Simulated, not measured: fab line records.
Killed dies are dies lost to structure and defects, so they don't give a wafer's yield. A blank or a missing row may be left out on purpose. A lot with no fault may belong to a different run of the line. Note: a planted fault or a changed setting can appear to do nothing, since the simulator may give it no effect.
Struck lot and sound lot, side by side :: flow n5 finfet :: 23 steps out of a route of 1938
Sound: wafers L307.1, L307.3, L307.5. Struck: wafer L315.4 (L315.1, L315.5, from the same lot, were not struck and are left out); the cause is given at the end.
For every step that has rows: the tool of each side, followed by ch and its chambers, followed by its first start. Under that, the readings that differ: sound wafers :: struck wafers :: difference of the means :: sigmas: that difference in standard deviations of wafers without a fault.
alike: same words and numbers on both sides, and readings whose means sit less than 2 such deviations apart. not compared: any withheld reading, any reading some wafer has no value for, any bound like >300 that may hide the same value, and any number with overlapping values for which the record gives no deviation.
The two part at a step that has a row with sigmas, a row that says differs or no value, or rows on one side only. When numbers do not overlap yet have no deviation, they are printed without sigmas and do not part them. A reading missing from all wafers of one side parts the sides only when that side holds two or more wafers.

first, 9 steps without rows for these wafers: N5_BEOL_M0_SAQP_COAT_69 (time 60 s, resist thk 90 nm); N5_BEOL_M0_SAQP_COAT_72 (time 60 s, resist thk 15 nm); N5_BEOL_M0_SAQP_COAT_87 (time 60 s, resist thk 5 nm); N5_BEOL_M0_SAQP_COAT_34 (resist thk 30 nm); N5_BEOL_M0_SAQP_EBR_36; N5_BEOL_M0_SAQP_SOFTBAKE_35 (time 60 s); N5_BEOL_M0_SAQP_EXPOSE_37 (exposes mask M0 CUT1, target cd 30 nm); N5_BEOL_M0_SAQP_PEB_38 (peb time 60 s); N5_BEOL_M0_SAQP_DEVELOP_39 (develop time 30 s).
N5_BEOL_M0_SAQP_CD_MEAS_40: target cd 30 nm.
  sound on cd sem-01 ch 0, day 7 03:35; struck on cd sem-03 ch 0, day 9 02:05
reading: cd nm (nm)
sound: 30.12 30.08 30.32
struck: 29.70
difference: -0.47
sigmas: -2
N5_BEOL_M0_SAQP_OVL_MEAS_41:
  sound on overlay-01 ch 0, day 7 03:37; struck on overlay-02 ch 0, day 9 02:07
reading: M0_CUT1_OVL (nm)
sound: -0.4 -0.1 0.2
struck: 1.8
difference: +1.9
sigmas: +2
N5_BEOL_M0_SAQP_INSPECT_42: inspects for defects (brightfield).
  sound on defect inspect-01 at day 7 03:40; struck on defect inspect-01 at day 9 02:10
reading: raw defect count
sound: 308 338 291
struck: 599
difference: +287
sigmas: +3
N5_BEOL_M0_SAQP_DESCUM_45: chemistry O2, time 7 s.
  sound on rie diel-06 ch 0,1,2, day 7 04:01; struck on rie diel-06 ch 3, day 9 02:13
reading: throttle valve pct (%)
sound: 20.6 20.5 20.9
struck: 20.0
difference: -0.7
sigmas: -2

reading: model.CAR-EUV_of_BEOL_M0_SAQP_COAT_34.thk nm (nm)
sound: 26 26 26.2
struck: 27.4
difference: +1.3
sigmas: 

reading: model.BEOL_M0_SAQP.cd nm (nm)
sound: 30 30 30.2
struck: 29.4
difference: -0.7
sigmas: 
  alike: chamber pressure mTorr, drypump motor current A, oes product au, rf vpp V, showerhead plenum p Torr
  not compared: rf fwd power W, rf hours counter h
N5_BEOL_M0_SAQP_ETCH_88: etches underlayer in N2/H2, target depth 6.5 nm, time 5.2 s.
  sound on rie diel-06 ch 0,1,2, day 7 04:02; struck on rie diel-06 ch 3, day 9 02:14
reading: etch rf on time s (s)
sound: 5.16 5.26 5.26
struck: 5.10
difference: -0.13
sigmas: -2

reading: throttle valve pct (%)
sound: 18.0 17.9 18.3
struck: 17.4
difference: -0.7
sigmas: -2
  alike: chamber pressure mTorr, drypump motor current A, oes product au, rf fwd power W, rf vpp V, showerhead plenum p Torr
  not compared: rf hours counter h
N5_BEOL_M0_SAQP_ETCH_73: etches SiARC in CF4, target depth 19.5 nm, time 32.5 s.
  sound on rie diel-06 ch 0,1,2, day 7 04:04; struck on rie diel-06 ch 3, day 9 02:16
reading: etch rf on time s (s)
sound: 32.5 32.9 33.0
struck: 31.8
difference: -1.0
sigmas: -2

reading: rf fwd power W (W)
sound: 531.5 531.4 531.1
struck: 536.4
difference: +5.1
sigmas: +2

reading: throttle valve pct (%)
sound: 15.8 15.6 16.1
struck: 15.1
difference: -0.7
sigmas: -2
  alike: chamber pressure mTorr, drypump motor current A, mfc ar sccm, oes product au, rf vpp V, showerhead plenum p Torr
  not compared: rf hours counter h
N5_BEOL_M0_SAQP_CUT_ETCH_46: etches SOC in N2/H2, target depth 135 nm, overetch 27 nm, time 202.5 s.
  sound on rie diel-06 ch 0,1,2, day 7 04:05; struck on rie diel-06 ch 3, day 9 02:17
  alike: chamber pressure mTorr, drypump motor current A, rf fwd power W, rf vpp V, showerhead plenum p Torr, throttle valve pct
  not compared: rf hours counter h
then, 2 steps without rows for these wafers: N5_BEOL_M0_SAQP_STRIP_74 (strips in N2/H2); N5_BEOL_M0_SAQP_STRIP_89 (strips in N2/H2).
N5_BEOL_M0_SAQP_ALD_48: deposits SiO2, target thk 20 nm, pulse time 1 s, co reactant pulse time 1 s.
  sound on ald sin-04 ch 0,3, day 7 04:17; struck on ald sin-02 ch 0, day 9 02:32
  alike: heater power w, precursor pulse height rel
N5_BEOL_M0_SAQP_ETCH_49: etches SiO2 in CF4/O2, target depth 37 nm.
  sound on rie diel-03 ch 0,3, day 7 04:53; struck on rie diel-03 ch 1, day 9 03:03
reading: throttle valve pct (%)
sound: 15.8 15.2 15.3
struck: 16.2
difference: +0.8
sigmas: +2

reading: model.BEOL_M0_SAQP.cd nm (nm)
sound: 30 30 30.6
struck: 29.8
difference: -0.4
sigmas: 
  alike: chamber pressure mTorr, drypump motor current A, mfc ar sccm, oes product au, rf fwd power W, rf vpp V, showerhead plenum p Torr
  not compared: rf hours counter h
N5_BEOL_M0_SAQP_STRIP_75: strips in CF4.
  sound on rie diel-03 ch 0,3, day 7 04:59; struck on rie diel-03 ch 1, day 9 03:09
reading: throttle valve pct (%)
sound: 13.6 13.0 13.0
struck: 14.0
difference: +0.8
sigmas: +2
  alike: chamber pressure mTorr, drypump motor current A, oes product au, rf fwd power W, rf vpp V, showerhead plenum p Torr
  not compared: rf hours counter h
-- the record jumps here: 2 days lie between the struck wafers' starts before and after (it left off in module BEOL_M0_SAQP and takes up again in module BEOL_M4, whose first step shown is number 1111 of the route) --
N5_BEOL_M4_RC_MEAS_101:
  sound on prober-02 ch 0, day 9 09:36; struck on prober-01 ch 0, day 11 06:27
reading: IOFF_P (nA/um)
sound: 0.217 0.191 0.237
struck: 0.304
difference: +0.089
sigmas: +3

reading: ION_P (uA/um)
sound: 462 463 470
struck: 483
difference: +18
sigmas: +3

reading: VT_N (mV)
sound: 249.6 253.3 247.6
struck: 244.6
difference: -5.6
sigmas: -2

reading: VT_P (mV)
sound: -253 -253 -250
struck: -241
difference: +11
sigmas: +4
  alike: DIBL_N, DIBL_P, IOFF_N, ION_N, SS_N, SS_P
next, for these wafers, 1 step has no rows: N5_PASSIVATION_PROBE_49.

## WHERE THEY PART
At N5_BEOL_M0_SAQP_CD_MEAS_40 first; at N5_BEOL_M4_RC_MEAS_101 last (within this record only).

WHY: what had been put in by the simulator
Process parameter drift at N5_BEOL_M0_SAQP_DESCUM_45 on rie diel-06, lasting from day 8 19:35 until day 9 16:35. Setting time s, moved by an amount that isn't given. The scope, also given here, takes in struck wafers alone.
